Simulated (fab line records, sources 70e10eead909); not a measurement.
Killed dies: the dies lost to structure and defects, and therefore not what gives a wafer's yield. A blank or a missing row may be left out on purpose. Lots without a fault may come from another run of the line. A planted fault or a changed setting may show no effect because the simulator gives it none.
Chamber matching :: flow nandHarc :: pecvd-02 running NHARC_A_STAIRCASE_DEP_322: 3 sister chambers
The step deposits SiO2, target thk 7200 nm. 3 wafers are shown with their chamber, then 8 later ones without.

== WAFERS, EACH WITH ITS CHAMBER ==
wafer: L086.3
chamber: 2
heaterPowerW (W): 704

wafer: L090.6
chamber: 0
heaterPowerW (W): 504

wafer: L089.2
chamber: 1
heaterPowerW (W): 741

== WAFERS WITHOUT THEIR CHAMBER ==
wafer: L089.4
heaterPowerW (W): 630

wafer: L089.6
heaterPowerW (W): 525

wafer: L093.3
heaterPowerW (W): 701

wafer: L093.4
heaterPowerW (W): 519

wafer: L093.5
heaterPowerW (W): 611

wafer: L096.1
heaterPowerW (W): 625

wafer: L096.3
heaterPowerW (W): 742

wafer: L096.6
heaterPowerW (W): 529

== WHICH CHAMBER EACH WENT THROUGH ==
wafer: L089.4
from the rows above: can't be placed: 2 or 1 or 0
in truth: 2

wafer: L089.6
from the rows above: 0
in truth: 0

wafer: L093.3
from the rows above: can't be placed: 2 or 1
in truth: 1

wafer: L093.4
from the rows above: 0
in truth: 0

wafer: L093.5
from the rows above: can't be placed: 2 or 0 or 1
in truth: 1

wafer: L096.1
from the rows above: can't be placed: 2 or 1 or 0
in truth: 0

wafer: L096.3
from the rows above: can't be placed: 1 or 2
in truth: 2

wafer: L096.6
from the rows above: 0
in truth: 0
Placed correctly: 3 of 8. Can't be placed from these rows: 5 (the true chamber is among the candidates in 5). Placed wrongly: 0.
How it was worked out, from the rows above alone: a wafer's distance from a chamber is the root of the sum, over the readings, of the square of ((its reading less the chamber's mean) divided by the reading's scatter). If the next closest chamber is less than 2 further off than the closest, the wafer can't be placed; otherwise it belongs to the closest. A chamber's mean is the mean of its shown wafers. The scatter (one wafer shown for each chamber): square how far every hidden wafer sits from the nearest shown wafer, average those squares and take the square root.
